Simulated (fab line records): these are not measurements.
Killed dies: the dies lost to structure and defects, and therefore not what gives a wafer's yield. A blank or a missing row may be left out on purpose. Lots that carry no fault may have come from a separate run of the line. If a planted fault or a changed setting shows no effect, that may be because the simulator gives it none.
Problem report, 8D (eight disciplines) form, completed by code ; flow nandHarc ; the parts of the form that need people (team, actions taken, sign-off) are left out

1. PROBLEM STATEMENT
Wafers with no fault read 348.6 W with a standard deviation of 1.3, whereas rfFwdPowerW at NHARC_A_STAIRCASE_DEP_259 reads a mean of 489.2 W on 1 wafer of 1 lot. That is +99 or more standard deviations from the usual mean.
The step: deposits SiON, target thk 30 nm.
First observed at day 22 18:59: wafer L182.6, on pecvd-02. At this step, 36 wafers from 12 lots have a number in the record. Rule for "out", or "out of limits": more than 4 standard deviations from the usual mean. The rest of the wafers with a number are treated as sound.

2. WHAT IT IS, AND WHAT IT ISN'T
question;is;is not
which readings at this step;rfFwdPowerW;chamberPressureTorr, heaterPowerW
which lots;L182;L168, L169, L170, L171, L172, L173, L177, L185, L187, L189, L190
which wafers of those lots;L182.6;L182.1, L182.5
read on which tools;pecvd-02;pecvd-03, pecvd-04
when;from day 22 18:59;"up to then (23 sound wafers); but 12 sound wafers of L185, L187, L189, L190 came after"

3. THE SUSPECTS, EACH WITH WHAT RULES IT OUT
Counting: any tool at a process step up to the reading remains a suspect provided it ran every lot that is out. Sound lots after the first of them don't rule it out here, since some wafers of a struck lot are sound.
- rieDiel-12 at NHARC_A_STAIRCASE_ETCH_230 (etches the open film in C4F8/O2, target depth 100 nm, time 40.5 s): kept. It processed L182, the lot that is out, at day 22 13:56, and its most recent sound lot before then was L171 at day 17 20:09. NHARC_A_STAIRCASE_ETCH_230: start missing for some lots; hours and lot order therefore follow NHARC_A_STAIRCASE_STRIP_238.
- rieDiel-12 at NHARC_A_STAIRCASE_TRIM_235 (chemistry O2, time 211.2 s): kept. It processed L182, the lot that is out, at day 22 13:56, and its most recent sound lot before then was L171 at day 17 20:09. NHARC_A_STAIRCASE_TRIM_235: start missing for some lots; hours and lot order therefore follow NHARC_A_STAIRCASE_STRIP_238.
- plasmaAsher-02 at NHARC_A_STAIRCASE_STRIP_238 (strips in O2): kept. It processed L182, the lot that is out, at day 22 13:56, and its most recent sound lot before then was L177 at day 20 20:19.
- pecvd-02 at NHARC_A_STAIRCASE_DEP_259 (deposits SiON, target thk 30 nm): kept. It processed L182, the lot that is out, at day 22 18:59, and its most recent sound lot before then was L169 at day 17 16:24. On those wafers its own readings are out: rfFwdPowerW.
- Within rieDiel-12 at NHARC_A_STAIRCASE_TRIM_235: the wafers that are out ran in chamber 1; their sound lot-mates ran in chambers 0, 3.
- Within plasmaAsher-02 at NHARC_A_STAIRCASE_STRIP_238: the wafers that are out ran in chamber 0; their sound lot-mates ran in chamber 1.
- Within pecvd-02 at NHARC_A_STAIRCASE_DEP_259: the wafers that are out ran in chamber 0; their sound lot-mates ran in chamber 2.
Left after counting: rieDiel-12 at NHARC_A_STAIRCASE_ETCH_230, rieDiel-12 at NHARC_A_STAIRCASE_TRIM_235, plasmaAsher-02 at NHARC_A_STAIRCASE_STRIP_238, pecvd-02 at NHARC_A_STAIRCASE_DEP_259.

4. THE CAUSE (what the simulator had put in)
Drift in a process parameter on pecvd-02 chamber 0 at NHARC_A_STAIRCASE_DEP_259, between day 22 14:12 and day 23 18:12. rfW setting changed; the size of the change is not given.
This tool is one of the 4 suspects left after counting.

5. THE EFFECT CHAIN, in route order
Each row: a reading where the mean over the struck wafers with a number is more than 3 standard deviations away from the usual. Scope: only readings with a usual standard deviation given in the record; hours: median across lots of the time from each lot's start at the first step in this table that gives one to its start at this step; sigmas: change in usual standard deviations.
hours;step;reading;usual;on struck wafers;change;sigmas
0;NHARC_A_STAIRCASE_DEP_259;rfFwdPowerW;348.6 W;489.2;+140.6;+99 or more
It contains these process steps:
- NHARC_A_STAIRCASE_DEP_259: deposits SiON, target thk 30 nm.

6. WHAT WOULD HAVE CAUGHT IT SOONER
The fault began at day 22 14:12; the first out-of-limits reading in this record came at day 22 18:59, 5 hours later.
